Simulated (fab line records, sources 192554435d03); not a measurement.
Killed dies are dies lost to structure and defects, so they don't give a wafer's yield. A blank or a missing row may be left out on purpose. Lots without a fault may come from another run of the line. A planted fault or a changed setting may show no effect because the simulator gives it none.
Problem report in the 8D (eight disciplines) form, filled by code | flow n5_finfet | the parts of the form that need people (team, actions taken, sign-off) are left out

1. THE PROBLEM
rf_fwd_power_W at N5_BEOL_M0_SAQP_ETCH_107 reads a mean of 293.9 W on 4 wafers of 3 lots; wafers without a fault read 390.6 W with a standard deviation of 1.7. That is -57 standard deviations from the usual mean.
The step: etches SiNx in CH3F/O2, target depth 30 nm.
First seen on wafer L542.5, day 6 15:19, on rie_diel-06. The record holds 21 wafers of 7 lots with a number at this step. Rule for "out", or "out of limits": more than 4 standard deviations from the usual mean. The other wafers with a number count as sound.

2. WHAT IT IS AND WHAT IT IS NOT
question                    | is                             | is not
which readings at this step | rf_fwd_power_W, rf_vpp_V       | drypump_motor_current_A, oes_product_au, showerhead_plenum_p_Torr, throttle_valve_pct
which lots                  | L542, L543, L545               | L540, L552, L556, L557
which wafers of those lots  | L542.5, L543.6, L545.4, L545.5 | L542.3, L542.6, L543.2, L543.5, L545.1
read on which tools         | rie_diel-06                    | rie_diel-02, rie_diel-04
when                        | from day 6 15:19               | up to then (5 sound wafers); but 12 sound wafers of L543, L545, L552, L556, L557 came after

3. SUSPECTS, AND WHAT RULES EACH OUT
Counting: a tool at a process step up to the reading stays a suspect if it ran every lot that is out. Sound lots after the first of them don't rule it out here, since some wafers of a struck lot are sound.
- ald_sin-01 at N5_BEOL_M0_SAQP_SPACER1_ALD_98 (deposits SiO2, target thk 12.8 nm, pulse time 1 s, purge time 2 s): kept. It ran every lot that is out, first L542 (day 6 13:52).
- rie_diel-02 at N5_BEOL_M0_SAQP_ETCH_101 (etches SiNx in CH3F/O2, target depth 29.9 nm, time 42.7 s): kept. It ran every lot that is out, first L542 (day 6 14:35).
- rie_diel-06 at N5_BEOL_M0_SAQP_ETCH_106 (etches SOC in N2/H2, stops on SiNx, target depth 150 nm): kept. It ran every lot that is out, first L542 (day 6 15:15); its last sound lot up to then is L540 (day 6 01:19).
- rie_diel-06 at N5_BEOL_M0_SAQP_ETCH_107 (etches SiNx in CH3F/O2, target depth 30 nm): kept. It ran every lot that is out, first L542 (day 6 15:19); its last sound lot up to then is L540 (day 6 01:22). Its own readings are out on those wafers: rf_fwd_power_W, rf_vpp_V.
- Within rie_diel-06 at N5_BEOL_M0_SAQP_ETCH_106: the wafers that are out ran in chamber 3; their sound lot-mates ran in chambers 0, 2.
- Within rie_diel-06 at N5_BEOL_M0_SAQP_ETCH_107: the wafers that are out ran in chamber 3; their sound lot-mates ran in chambers 0, 2.
Left after counting: ald_sin-01 at N5_BEOL_M0_SAQP_SPACER1_ALD_98, rie_diel-02 at N5_BEOL_M0_SAQP_ETCH_101, rie_diel-06 at N5_BEOL_M0_SAQP_ETCH_106, rie_diel-06 at N5_BEOL_M0_SAQP_ETCH_107.

4. THE CAUSE (what the simulator had put in)
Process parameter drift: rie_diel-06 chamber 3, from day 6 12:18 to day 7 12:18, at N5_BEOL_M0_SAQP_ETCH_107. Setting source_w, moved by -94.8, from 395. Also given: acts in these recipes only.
Counting left 4 suspects, and this tool is among them.

5. THE CHAIN OF EFFECTS, in route order
Each row: a reading whose mean over the struck wafers that have a number lies more than 3 standard deviations from the usual. Only readings for which the record gives a usual standard deviation are gone through. hours: the time from each lot's start at the first step in this table that gives one to its start at this step, as a median over the lots. sigmas: the change in usual standard deviations.
hours | step                     | reading        | usual   | on struck wafers | change | sigmas
0     | N5_BEOL_M0_SAQP_ETCH_107 | rf_fwd_power_W | 390.6 W | 293.9            | -96.7  | -57
0     | N5_BEOL_M0_SAQP_ETCH_107 | rf_vpp_V       | 294 V   | 330              | +36    | +5.1
The process steps in it:
- N5_BEOL_M0_SAQP_ETCH_107: etches SiNx in CH3F/O2, target depth 30 nm.
Later measuring or inspecting steps at which every struck wafer that the step has a row for has a number for every such reading, and none has moved that far: N5_BEOL_M4_RC_MEAS_101.

6. WHAT WOULD HAVE CAUGHT IT SOONER
In this record the first reading out of limits was taken at day 6 15:19, 3 hours after the fault began at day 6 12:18.
